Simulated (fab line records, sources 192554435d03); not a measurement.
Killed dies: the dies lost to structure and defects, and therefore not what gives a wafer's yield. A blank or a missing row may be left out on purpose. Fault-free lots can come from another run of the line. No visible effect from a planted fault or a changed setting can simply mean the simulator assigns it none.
fab line records ; flow n5Finfet
[record] lots = 11; wafers = 32; lastDay = 16
route steps=1938 shown BEOL_M8@1393 TV_LITHO@1884 TV_OPEN@1889 PASSIVATION@1930
lots with no fault: from the same line, run without faults
startH: hours from the record's first day to the start of the lot's first wafer shown ; waitH: hours from the lot's prior step to this one ; " repeats the value in the row above ; L1.1+2: a row that stands for several wafers ; - no value present, or no start provided ; * or withheld: withheld ; < > ~ a bound
route shown NAME@n: names a module that has steps shown in the file, with the first one's number in the route ; usual: mean/standard deviation of fault-free wafers ; same: alike in all rows ; chamber/n: place in a boat ; sites: per-site readings ; _std_site: standard deviation across them ; _edge_site: outer sites' mean less inner sites' ; radiusMm: how far each site lies from the wafer's centre ; mask NAME#n: copy n ; behind: the last tool/chamber to shape the wafer ; hold: why the lot went on hold/how many hours it stayed there/how the hold came to an end ; device: names the non-switching transistor (n, p or np) ; end of line: tests of these same wafers at the route's end ; for a step that has no rows: nothing shown but its recipe ; killed: count of dies lost to structure and defects at first sort (not the wafer's yield) ; map: a wafer's dies, marking killed ones x, the rest . and places with no die _
set.NAME: setting as actually run; set.NAME@STEP: the setting as run at that earlier step ; model.NAME: the simulator's own value behind a step, which no gauge read
route steps across a sampled set of lots; one table per step, one row per wafer
services: the hour from which a tool's chamber was out of use, counted from the record's first day as startH (under 0 if before that day), plus the number of hours and why
[[steps]]
[step N5_BEOL_M8_ECD_50]
[recipe] material = Cu; targetThkA = 3000
lot.wafer;tool;chamber;startH;waitH
L320.1+4+5;ecdCu-02;0,1,1;211.00;0.1
L321.2+3+6;ecdCu-01;1,0,0;225.89;0.1
L322.1+2+4;ecdCu-02;0,1,0;234.33;0.1
L325.2+3+4;ecdCu-01;0,1,0;238.24;0.1
L323.1+2+6;ecdCu-01;0,1,0;241.93;0.1
L324.1+3+5;ecdCu-02;1;243.17;0.1
L326.1+3+6;ecdCu-01;0;250.16;0.1
L328.3+4+5;ecdCu-02;1,0,1;254.96;0.1
L332.4+6;ecdCu-02;0,1;287.82;0.1
L334.2+4+6;ecdCu-01;1;292.38;0.1
L335.1+2+6;ecdCu-02;0,1,1;302.08;0.1
[step N5_PASSIVATION_OVL_MEAS_60]
[recipe] pointsPerWafer = 44
[usual] TV_OVL = -3/4.8
lot.wafer;tool;chamber;startH;waitH;TV_OVL[nm]
L320.1;overlay-02;0;265.61;0.0;2
L320.4;overlay-02;0;265.61;0.0;-5
L320.5;overlay-02;0;265.61;0.0;-7
L321.2;overlay-02;0;287.17;0.0;-9
L321.3;overlay-02;0;287.17;0.0;-9
L321.6;overlay-02;0;287.17;0.0;-1
L322.1;overlay-02;0;287.47;0.0;-6
L322.2;overlay-02;0;287.47;0.0;-4
L322.4;overlay-02;0;287.47;0.0;-3
L325.2;overlay-01;0;291.94;0.0;-1
L325.3;overlay-01;0;291.94;0.0;-2
L325.4;overlay-01;0;291.94;0.0;0
L323.1;overlay-02;0;295.27;0.0;2
L323.2;overlay-02;0;295.27;0.0;-1
L323.6;overlay-02;0;295.27;0.0;-2
L324.1;overlay-01;0;295.43;0.0;-7
L324.3;overlay-01;0;295.43;0.0;0
L324.5;overlay-01;0;295.43;0.0;-3
L328.3;overlay-02;0;309.95;0.0;-6
L328.4;overlay-02;0;309.95;0.0;-2
L328.5;overlay-02;0;309.95;0.0;-2
L326.1;overlay-02;0;314.06;0.0;-10
L326.3;overlay-02;0;314.06;0.0;-3
L326.6;overlay-02;0;314.06;0.0;3
L334.2;overlay-02;0;355.22;0.0;-4
L334.4;overlay-02;0;355.22;0.0;-1
L334.6;overlay-02;0;355.22;0.0;-8
L332.4;overlay-02;0;359.14;0.0;12
L332.6;overlay-02;0;359.14;0.0;3
L335.1;overlay-02;0;369.53;0.0;5
L335.2;overlay-02;0;369.53;0.0;3
L335.6;overlay-02;0;369.53;0.0;-1
[step N5_PASSIVATION_STRIP_14]
[recipe] chemistry = O2; powerW = 600; tempC = 60; pressureMtorr = 30; rfFrequencyHz = 6e+07; biasPowerW = 0; overashFraction = 0.5; o2FlowSccm = 225
[usual] drypumpMotorCurrentA = 5.8/0.56; o2FlowSccm = 225.0/0.66; oesProductAu = 0.78/0.075; rfVppV = 3.6/1; showerheadPlenumPTorr = 2.11/0.065; throttleValvePct = 16.6/0.33
lot.wafer;tool;chamber;startH;waitH;drypumpMotorCurrentA;o2FlowSccm;oesProductAu;rfHoursCounterH;rfVppV;showerheadPlenumPTorr;throttleValvePct
L320.1;rieDiel-02;3;266.02;0.1;6.6;225.2;0.86;55;4.0;2.22;16.5
L320.4;rieDiel-02;2;266.02;0.1;6.6;224.7;0.87;49;3.6;2.11;16.0
L320.5;rieDiel-02;2;266.02;0.1;6.6;224.9;0.86;-;2.6;2.11;16.1
L321.2;rieDiel-03;2;287.61;0.1;5.0;226.0;0.76;134;2.5;2.11;16.9
L321.3;rieDiel-03;3;287.61;0.1;5.6;225.3;0.82;66;3.8;2.22;16.4
L321.6;rieDiel-03;0;287.61;0.1;5.9;224.7;0.74;-;4.9;2.08;16.8
L322.1;rieDiel-02;3;288.12;0.1;6.6;225.1;0.85;62;4.3;2.21;16.6
L322.2;rieDiel-02;1;288.12;0.1;5.4;224.3;0.81;97;2.3;2.09;16.3
L322.4;rieDiel-02;2;288.12;0.1;6.6;225.3;0.85;56;3.4;2.11;16.1
L325.2;rieDiel-03;2;292.35;0.1;5.0;225.5;0.78;136;2.8;2.11;16.9
L325.3;rieDiel-03;3;292.35;0.1;5.6;225.5;0.83;67;2.7;2.22;16.5
L325.4;rieDiel-03;1;292.35;0.1;6.0;224.7;0.73;203;2.7;1.99;16.9
L323.1;rieDiel-02;1;295.68;0.1;5.4;224.1;0.81;99;4.3;2.09;16.3
L323.2;rieDiel-02;0;295.68;0.1;5.1;223.6;0.69;236;4.0;2.06;17.1
L323.6;rieDiel-02;0;295.68;0.1;5.1;224.6;0.67;-;3.7;2.06;17.1
L324.1;rieDiel-03;2;295.89;0.1;5.0;224.5;0.77;137;1.6;2.11;16.9
L324.3;rieDiel-03;1;295.89;0.1;6.0;224.7;0.72;204;4.4;1.99;16.9
L324.5;rieDiel-03;0;295.89;0.1;5.9;225.1;0.73;-;4.4;2.08;16.8
L328.3;rieDiel-02;3;310.89;0.1;6.6;225.2;0.86;71;4.0;2.21;16.6
L328.4;rieDiel-02;2;310.89;0.1;6.6;224.5;0.85;-;4.7;2.11;16.1
L328.5;rieDiel-02;1;310.89;0.1;5.4;223.9;0.79;-;4.0;2.09;16.3
L326.1;rieDiel-02;3;314.97;0.1;6.6;224.9;0.86;72;4.9;2.21;16.6
L326.3;rieDiel-02;0;314.97;0.1;5.1;225.4;0.68;242;3.3;2.06;17.1
L326.6;rieDiel-02;2;314.97;0.1;6.6;224.8;0.83;-;4.6;2.11;16.1
L334.2;rieDiel-04;2;355.63;0.1;5.7;224.4;0.70;198;3.8;2.18;17.1
L334.4;rieDiel-04;3;355.63;0.1;5.7;223.9;0.92;38;3.3;2.15;16.2
L334.6;rieDiel-04;0;355.63;0.1;5.6;225.8;0.70;-;4.4;2.07;17.1
L332.4;rieDiel-02;1;359.65;0.1;5.4;224.4;0.78;123;2.9;2.08;16.3
L332.6;rieDiel-02;1;359.65;0.1;5.4;225.0;0.78;-;5.6;2.08;16.4
L335.1;rieDiel-04;1;370.11;0.1;6.3;224.5;0.71;235;3.8;2.15;16.5
L335.2;rieDiel-04;2;370.11;0.1;5.7;226.0;0.69;202;3.8;2.18;17.2
L335.6;rieDiel-04;2;370.11;0.1;5.7;225.7;0.69;-;4.2;2.18;17.2
[step N5_PASSIVATION_ETCH_54]
[recipe] chemistry = CHF3/O2; target = SiO2; targetDepthA = 8800; CHF3_flow_sccm = 50; O2_flow_sccm = 5; Ar_flow_sccm = 200; timeS = 440; maskMaterial = PR; pressureMtorr = 30; sourceW = 650; biasW = 170; ionEnergyEv = 200
[usual] drypumpMotorCurrentA = 5.7/0.43; oes_f_703_au = 0.81/0.095; oes_o_777_au = 0.81/0.09; oesProductAu = 0.81/0.087; rfVppV = 524/9.1; showerheadPlenumPTorr = 2.43/0.11; throttleValvePct = 18.78/0.23
lot.wafer;tool;chamber;startH;waitH;drypumpMotorCurrentA;oes_f_703_au;oes_o_777_au;oesProductAu;rfHoursCounterH;rfVppV;showerheadPlenumPTorr;throttleValvePct
L320.1;rieDiel-06;2;269.34;0.1;5.6;0.70;0.69;0.68;244;525;2.27;18.85
L320.4;rieDiel-06;1;269.34;0.1;5.8;0.91;0.91;0.90;15;524;2.38;18.76
L320.5;rieDiel-06;0;269.34;0.1;6.0;0.73;0.75;0.74;-;519;2.49;18.87
L321.2;rieDiel-05;0;291.33;0.1;5.3;0.72;0.72;0.72;197;516;2.20;19.13
L321.3;rieDiel-05;1;291.33;0.1;6.6;0.91;0.92;0.89;49;520;2.56;18.96
L321.6;rieDiel-05;3;291.33;0.1;5.1;0.69;0.69;0.70;-;510;2.38;18.95
L322.1;rieDiel-06;3;291.95;0.2;5.7;0.74;0.74;0.75;168;535;2.50;18.94
L322.2;rieDiel-06;0;291.95;0.2;6.0;0.73;0.74;0.74;185;519;2.49;18.87
L322.4;rieDiel-06;3;291.95;0.2;5.8;0.74;0.75;0.76;-;536;2.50;18.94
L325.2;rieDiel-05;0;297.09;0.1;5.3;0.72;0.71;0.72;200;517;2.20;19.10
L325.3;rieDiel-05;3;297.09;0.1;5.1;0.70;0.69;0.70;250;510;2.38;18.96
L325.4;rieDiel-05;1;297.09;0.1;6.6;0.91;0.90;0.88;52;519;2.56;18.95
L324.1;rieDiel-06;3;300.62;0.1;5.7;0.73;0.74;0.75;173;534;2.50;18.95
L324.3;rieDiel-06;1;300.62;0.1;5.7;0.90;0.88;0.88;24;527;2.37;18.79
L324.5;rieDiel-06;1;300.62;0.1;5.7;0.90;0.88;0.87;-;524;2.37;18.78
L323.1;rieDiel-06;1;301.21;0.1;5.7;0.89;0.88;0.89;25;523;2.37;18.77
L323.2;rieDiel-06;3;301.21;0.1;5.7;0.73;0.74;0.75;173;533;2.50;18.93
L323.6;rieDiel-06;0;301.21;0.1;6.0;0.73;0.74;0.73;-;518;2.49;18.87
L328.3;rieDiel-06;0;314.70;0.1;6.0;0.71;0.74;0.73;195;518;2.48;18.89
L328.4;rieDiel-06;0;314.70;0.1;6.0;0.72;0.74;0.73;-;518;2.48;18.88
L328.5;rieDiel-06;2;314.70;0.1;5.6;1.03;1.02;1.00;-;533;2.55;18.41
L326.1;rieDiel-01;3;318.19;0.1;5.3;0.93;0.92;0.93;12;528;2.37;18.50
L326.3;rieDiel-01;1;318.19;0.1;6.1;0.68;0.67;0.68;250;509;2.37;19.08
L326.6;rieDiel-01;0;318.19;0.1;5.5;0.73;0.75;0.75;-;520;2.41;18.69
L334.2;rieDiel-05;2;358.64;0.1;5.4;0.84;0.85;0.86;48;542;2.56;18.58
L334.4;rieDiel-05;3;358.64;0.1;5.2;0.93;0.93;0.94;14;511;2.38;18.53
L334.6;rieDiel-05;0;358.64;0.1;5.3;0.70;0.69;0.71;-;515;2.20;19.14
L332.4;rieDiel-05;1;363.58;0.1;6.6;0.87;0.87;0.86;75;519;2.55;18.99
L332.6;rieDiel-05;3;363.58;0.1;5.1;0.92;0.93;0.93;-;511;2.38;18.56
L335.1;rieDiel-05;2;373.79;0.1;5.4;0.84;0.83;0.85;53;542;2.56;18.59
L335.2;rieDiel-05;1;373.79;0.1;6.6;0.86;0.87;0.85;80;518;2.55;19.01
L335.6;rieDiel-05;1;373.79;0.1;6.6;0.87;0.87;0.85;-;519;2.55;19.00
[step N5_PASSIVATION_PROBE_49]
[usual] defectLimitedYield = 90.9/1.5; killed_at_M0_to_M3 = 35/10; killed_at_M4_up = 14/5.2; killedAtContacts = 13/7.3; killedAtFrontEnd = 42/12; killedAtOther = 3.4/2.5; killedDies = 108/18; killedOnRim = 14/4.2; killedOpen = 70/13; killedShort = 35/8; sort_bin_4_leakage = 0.00/0.007; sort_bin_5_function = 5.4/1; sort_bin_6_memory = 3.4/0.71; sort_bin_8_speed = 0.00/0.0099; sortNPass = 1072/18; sortYieldPct = 90.9/1.5
[same] grossDies = 1180; killedAtBackSide = 0
lot.wafer;tool;chamber;startH;waitH;defectLimitedYield[%];killed_at_M0_to_M3;killed_at_M4_up;killedAtContacts;killedAtFrontEnd;killedAtOther;killedDies;killedOnRim;killedOpen;killedShort;sort_bin_4_leakage[%];sort_bin_5_function[%];sort_bin_6_memory[%];sort_bin_8_speed[%];sortNPass;sortYieldPct[%]
L322.1;prober-02;-;294.98;0.0;91.2;61;15;7;21;0;104;14;62;40;0;5.2;3.3;0;1076;91.2
L322.2;prober-02;-;295.03;0.1;91.6;35;11;11;37;5;99;13;57;37;0;5.3;2.5;0;1081;91.6
L322.4;prober-02;-;295.13;0.2;93.2;23;18;3;36;0;80;14;61;15;0;4.1;2.6;0;1100;93.2
L323.1;prober-01;-;303.99;0.0;90.7;29;10;11;55;5;110;16;69;36;0;5.5;3.2;0;1070;90.7
L323.2;prober-01;-;304.04;0.1;93.7;25;6;4;37;2;74;9;51;23;0;3.6;2.3;0;1106;93.7
L323.6;prober-01;-;304.24;0.3;92.1;32;14;12;31;4;93;13;57;34;0;4.3;3.1;0;1087;92.1
L328.3;prober-01;-;317.58;0.1;88.8;42;7;19;60;4;132;24;85;41;0;5.9;4.7;0;1048;88.8
L328.4;prober-01;-;317.63;0.2;91.4;34;13;15;39;1;102;13;61;39;0;5.0;3.2;0;1078;91.4
L328.5;prober-01;-;317.68;0.2;89.2;43;13;20;51;1;128;12;83;39;0;5.3;4.7;0;1052;89.2
L326.1;prober-02;-;320.97;0.0;92.4;43;12;7;22;6;90;10;62;28;0;4.9;2.4;0;1090;92.4
L326.3;prober-02;-;321.07;0.1;91.8;30;14;6;47;0;97;13;67;26;0;5.3;2.8;0;1083;91.8
L326.6;prober-02;-;321.22;0.3;90.1;37;25;5;48;2;117;19;77;39;0;6.2;3.6;0;1063;90.1
L334.4;prober-02;-;361.57;0.2;88.2;41;14;10;68;6;139;14;98;40;0;7.0;4.4;0;1041;88.2
L332.4;prober-01;-;366.50;0.2;90.8;14;8;30;53;4;109;14;69;38;0;5.2;3.8;0;1071;90.8
L332.6;prober-01;-;366.60;0.3;60.3;11;409;8;33;8;469;54;44;20;0;24.7;13.3;0.08;711;60.3
L335.1;prober-02;-;376.57;0.0;89.1;48;25;11;39;6;129;12;86;43;0;6.2;4.1;0;1051;89.1
L335.2;prober-02;-;376.62;0.1;55.3;34;448;17;28;1;528;71;68;24;0;28.9;13.9;0;652;55.3
L335.6;prober-02;-;376.82;0.3;59.2;40;402;10;27;2;481;57;56;36;0;25.3;12.7;0;699;59.2
// killed by level:class
L322.1 BEOL_M0_SAQP:geometricParticle:short=21 BEOL_M0_SAQP:geometricParticle:open=17 BEOL_M2:geometricParticle:open=11 MOL_CONTACT_COAG:geometricParticle:open=7 GATE_CUT:geometricParticle:open=5 BEOL_M4:geometricParticle:open=5 FIN_SAQP:geometricParticle:short=4 BEOL_M2:geometricParticle:short=4
L322.2 BEOL_M0_SAQP:geometricParticle:short=13 BEOL_M0_SAQP:geometricParticle:open=9 MOL_CONTACT_COAG:geometricParticle:open=8 FIN_SAQP:geometricParticle:open=7 FIN_SAQP:geometricParticle:short=6 GATE_CUT:geometricParticle:open=5 GATE_CUT:geometricParticle:short=5 STI_FIN_REVEAL:geometricParticle:open=4
L322.4 FIN_SAQP:geometricParticle:open=11 BEOL_M0_SAQP:geometricParticle:open=8 BEOL_M4:geometricParticle:open=8 STI_FIN_REVEAL:geometricParticle:open=5 BEOL_M2:geometricParticle:open=5 STARTING-WAFER:geometricParticle:open=5 FIN_SAQP:geometricParticle:short=4 DUMMY_GATE:geometricParticle:open=4
L323.1 FIN_SAQP:geometricParticle:open=11 FIN_SAQP:geometricParticle:short=9 STI_FIN_REVEAL:geometricParticle:open=7 MOL_CONTACT_COAG:geometricParticle:open=6 DUMMY_GATE:geometricParticle:open=5 BEOL_M1:geometricParticle:open=5 BEOL_M2:geometricParticle:open=5 ILD0:geometricParticle:short=4
L323.2 FIN_SAQP:geometricParticle:short=9 FIN_SAQP:geometricParticle:open=8 BEOL_M3:geometricParticle:open=6 BEOL_M0_SAQP:geometricParticle:open=6 BEOL_M2:geometricParticle:open=5 MOL_CONTACT_COAG:geometricParticle:open=4 DUMMY_GATE:geometricParticle:open=3 STARTING-WAFER:geometricParticle:open=3
L323.6 BEOL_M0_SAQP:geometricParticle:open=11 MOL_CONTACT_COAG:geometricParticle:open=10 BEOL_M0_SAQP:geometricParticle:short=10 FIN_SAQP:geometricParticle:short=6 DUMMY_GATE:geometricParticle:open=6 STI_FIN_REVEAL:geometricParticle:open=5 BEOL_M3:geometricParticle:open=5 FIN_SAQP:geometricParticle:open=4
L328.3 STI_FIN_REVEAL:geometricParticle:open=27 MOL_CONTACT_COAG:geometricParticle:open=14 BEOL_M0_SAQP:geometricParticle:short=11 BEOL_M3:geometricParticle:open=8 GATE_CUT:geometricParticle:short=8 BEOL_M0_SAQP:geometricParticle:open=7 FIN_SAQP:geometricParticle:open=6 STI_FIN_REVEAL:geometricParticle:short=5
L328.4 MOL_CONTACT_COAG:geometricParticle:open=13 BEOL_M0_SAQP:geometricParticle:short=10 BEOL_M0_SAQP:geometricParticle:open=9 STI_FIN_REVEAL:geometricParticle:open=6 GATE_CUT:geometricParticle:short=6 FIN_SAQP:geometricParticle:open=5 STI_FIN_REVEAL:geometricParticle:short=4 BEOL_M1:geometricParticle:open=4
L328.5 MOL_CONTACT_COAG:geometricParticle:open=18 BEOL_M0_SAQP:geometricParticle:short=14 BEOL_M0_SAQP:geometricParticle:open=13 STI_FIN_REVEAL:geometricParticle:open=12 GATE_CUT:geometricParticle:short=8 FIN_SAQP:geometricParticle:open=6 STARTING-WAFER:geometricParticle:open=6 BEOL_M3:geometricParticle:open=6
L326.1 BEOL_M0_SAQP:geometricParticle:open=17 BEOL_M0_SAQP:geometricParticle:short=9 BEOL_M2:geometricParticle:open=7 MOL_CONTACT_COAG:geometricParticle:open=6 BEOL_M4:geometricParticle:open=6 FIN_SAQP:geometricParticle:short=4 GATE_CUT:geometricParticle:short=4 BEOL_M3:geometricParticle:open=4
L326.3 GATE_CUT:geometricParticle:short=11 FIN_SAQP:geometricParticle:open=10 BEOL_M2:geometricParticle:open=10 BEOL_M0_SAQP:geometricParticle:open=6 STI_FIN_REVEAL:geometricParticle:open=5 MOL_CONTACT_COAG:geometricParticle:open=5 ILD0:geometricParticle:open=4 GATE_CUT:geometricParticle:open=4
L326.6 BEOL_M4:geometricParticle:open=11 STI_FIN_REVEAL:geometricParticle:open=10 BEOL_M0_SAQP:geometricParticle:open=9 BEOL_M1:geometricParticle:open=9 BEOL_M2:geometricParticle:open=7 BEOL_M8:geometricParticle:open=6 FIN_SAQP:geometricParticle:short=5 BEOL_M0_SAQP:geometricParticle:short=5
L334.4 FIN_SAQP:geometricParticle:open=15 BEOL_M0_SAQP:geometricParticle:open=13 BEOL_M0_SAQP:geometricParticle:short=13 STI_FIN_REVEAL:geometricParticle:open=11 FIN_SAQP:geometricParticle:short=10 DUMMY_GATE:geometricParticle:open=10 MOL_CONTACT_COAG:geometricParticle:open=9 GATE_CUT:geometricParticle:short=6
L332.4 MOL_CONTACT_COAG:geometricParticle:open=27 FIN_SAQP:geometricParticle:short=12 STI_FIN_REVEAL:geometricParticle:open=11 FIN_SAQP:geometricParticle:open=9 BEOL_M0_SAQP:geometricParticle:short=5 STI_FIN_REVEAL:geometricParticle:short=4 STARTING-WAFER:geometricParticle:open=4 MOL_CONTACT_COAG:geometricParticle:short=3
L332.6 BEOL_M8:unspecified=403 STI_FIN_REVEAL:geometricParticle:open=15 DUMMY_GATE:geometricParticle:open=7 MOL_CONTACT_COAG:geometricParticle:open=6 BEOL_M0:geometricParticle:short=3 BEOL_M1:geometricParticle:open=3 MIM_TOP:geometricParticle:short=3 STARTING-WAFER:geometricParticle:open=3
L335.1 BEOL_M4:geometricParticle:open=22 BEOL_M0_SAQP:geometricParticle:short=12 BEOL_M1:geometricParticle:open=11 STI_FIN_REVEAL:geometricParticle:open=10 BEOL_M0_SAQP:geometricParticle:open=9 MOL_CONTACT_COAG:geometricParticle:open=7 DUMMY_GATE:geometricParticle:open=5 BEOL_M3:geometricParticle:open=5
L335.2 BEOL_M8:unspecified=435 MOL_CONTACT_COAG:geometricParticle:open=11 BEOL_M4:geometricParticle:open=11 BEOL_M0_SAQP:geometricParticle:open=10 BEOL_M1:geometricParticle:open=6 FIN_SAQP:geometricParticle:open=5 FIN_SAQP:geometricParticle:short=5 MOL_CONTACT_COAG:geometricParticle:short=5
L335.6 BEOL_M8:unspecified=388 BEOL_M0_SAQP:geometricParticle:short=11 BEOL_M0_SAQP:geometricParticle:open=10 MOL_CONTACT_COAG:geometricParticle:open=7 BEOL_M2:geometricParticle:open=7 FIN_SAQP:geometricParticle:open=6 BEOL_M4:geometricParticle:open=6 GATE_CUT:geometricParticle:short=5
[[services]]
tool;chamber;startH;hours;kind
rieDiel-02;3;190.09;4.6;repair
rieDiel-06;1;211.69;-;clean
rieDiel-06;1;211.69;-;consumableReplace:focusRing
rieDiel-06;1;211.69;15.6;scheduledDown
rieDiel-06;1;211.69;15.6;ventCycle
rieDiel-05;1;221.26;6.6;repair
rieDiel-03;0;236.50;2.5;repair
rieDiel-01;2;252.91;7.8;repair
rieDiel-04;1;264.02;3.2;repair
rieDiel-02;1;266.25;1.6;repair
rieDiel-06;2;288.52;-;clean
rieDiel-04;-;301.12;28.1;pm
rieDiel-02;0;307.62;3.9;repair
rieDiel-06;3;309.61;11.3;repair
ecdCu-02;-;325.32;1.4;repair
rieDiel-01;3;331.39;3.3;repair
rieDiel-02;0;333.52;-;clean
rieDiel-02;0;333.52;-;consumableReplace:focusRing
rieDiel-02;0;333.52;15.5;scheduledDown
rieDiel-02;0;333.52;15.5;ventCycle
rieDiel-03;3;356.86;1.3;repair
rieDiel-06;2;357.44;6.5;repair
rieDiel-05;3;367.90;10.7;repair
ecdCu-02;-;373.83;1.9;repair
[[key]]
[firstSign] step = N5_PASSIVATION_PROBE_49; reading = killed_at_M4_up; direction = up; sigmas = 77; usual = 14; struck = 420
[effect] step = N5_PASSIVATION_PROBE_49; reading = defectLimitedYield; direction = down; sigmas = 21; usual = 90.9; struck = 58.2
[moreKillsBornAt] N5_BEOL_M8_ECD_50@ecdCu-02 = 1226
metAt N5_BEOL_M8_ECD_50
struckLots L332,L335
struckWafers L332.6,L335.2,L335.6
notActingAt N5_PASSIVATION_OVL_MEAS_60,N5_PASSIVATION_STRIP_14,N5_PASSIVATION_ETCH_54
onsetBetween 254.96 287.82
[fault] kind = chamberParticleSource; tool = ecdCu-02; chamber = 1; onsetH = 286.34; steps = N5_BEOL_M8_ECD_50; ratePerVisitCm2 = 0.80357; endH = 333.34
